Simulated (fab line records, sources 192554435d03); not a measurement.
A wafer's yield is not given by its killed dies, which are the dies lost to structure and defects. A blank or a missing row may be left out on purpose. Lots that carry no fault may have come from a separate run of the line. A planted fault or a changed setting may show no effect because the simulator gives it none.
Matching of chambers    flow n5-finfet    N5_BEOL_M4_DESCUM_16 on rie-diel-05 has 4 sister chambers
The step chemistry O2, time 7 s. 22 wafers are shown with their chamber, then 11 later ones without.

== WAFERS, EACH WITH ITS CHAMBER ==
wafer   chamber  throttle-valve-pct (%)  showerhead-plenum-p-Torr (Torr)  drypump-motor-current-A (A)
L079.1  3        20.45                   2.09                             5.7
L079.2  0        20.30                   2.22                             5.6
L079.6  1        20.35                   2.06                             5.4
L080.1  2        19.95                   2.15                             5.8
L080.2  1        20.35                   2.06                             5.4
L080.4  0        20.29                   2.21                             5.5
L083.1  0        20.31                   2.21                             5.5
L083.2  2        19.95                   2.15                             5.8
L083.6  1        20.35                   2.06                             5.4
L084.3  1        20.36                   2.06                             5.4
L084.5  1        20.35                   2.06                             5.4
L084.6  0        20.31                   2.21                             5.6
L085.1  0        20.30                   2.21                             5.5
L085.3  3        20.44                   2.08                             5.7
L085.5  2        19.96                   2.14                             5.8
L087.1  1        20.37                   2.06                             5.4
L087.3  2        19.97                   2.14                             5.8
L087.4  3        20.47                   2.08                             5.7
L088.1  1        20.37                   2.05                             5.4
L088.4  3        20.46                   2.08                             5.7
L088.5  1        20.38                   2.05                             5.4
L089.3  0        20.35                   2.21                             5.6

SIGNATURES (means of the wafers above)
reading                   chamber 0  chamber 1  chamber 2  chamber 3  scatter within a chamber
throttle-valve-pct        20.3100    20.3600    19.9575    20.4550    0.0149
showerhead-plenum-p-Torr  2.2117     2.0575     2.1450     2.0825     0.00476
drypump-motor-current-A   5.550      5.400      5.800      5.700      0.0289
Rule: for a wafer and a chamber, the distance is found by dividing, reading by reading, the gap between the wafer's reading and the chamber's mean by the reading's scatter, squaring, summing and taking the root. The wafer belongs to the nearest chamber; if the next one is less than 2 further off, it can't be placed. How the scatter is found: for the shown wafers, subtract from each reading the mean of its chamber, square and add these, divide the total by (wafers less chambers), then take the root.

== WAFERS MISSING THEIR CHAMBER ==
wafer   throttle-valve-pct (%)  showerhead-plenum-p-Torr (Torr)  drypump-motor-current-A (A)
L089.5  20.30                   2.21                             5.6
L089.6  20.38                   2.05                             5.4
L094.1  20.48                   2.08                             5.7
L094.2  20.33                   2.21                             5.6
L094.4  20.00                   2.14                             5.8
L096.3  19.99                   2.14                             5.7
L096.5  20.49                   2.08                             5.7
L096.6  20.34                   2.20                             5.6
L097.1  20.36                   2.20                             5.6
L097.4  20.01                   2.13                             5.8
L097.5  20.41                   2.05                             5.4

== EACH ONE'S CHAMBER ==
wafer   from the rows above  in truth
L089.5  0                    0
L089.6  1                    1
L094.1  3                    3
L094.2  0                    0
L094.4  2                    2
L096.3  2                    2
L096.5  3                    3
L096.6  0                    0
L097.1  0                    0
L097.4  2                    2
L097.5  1                    1
Correct placement for 11 of the 11. Can't be placed from these rows: 0. Placed wrongly: 0.
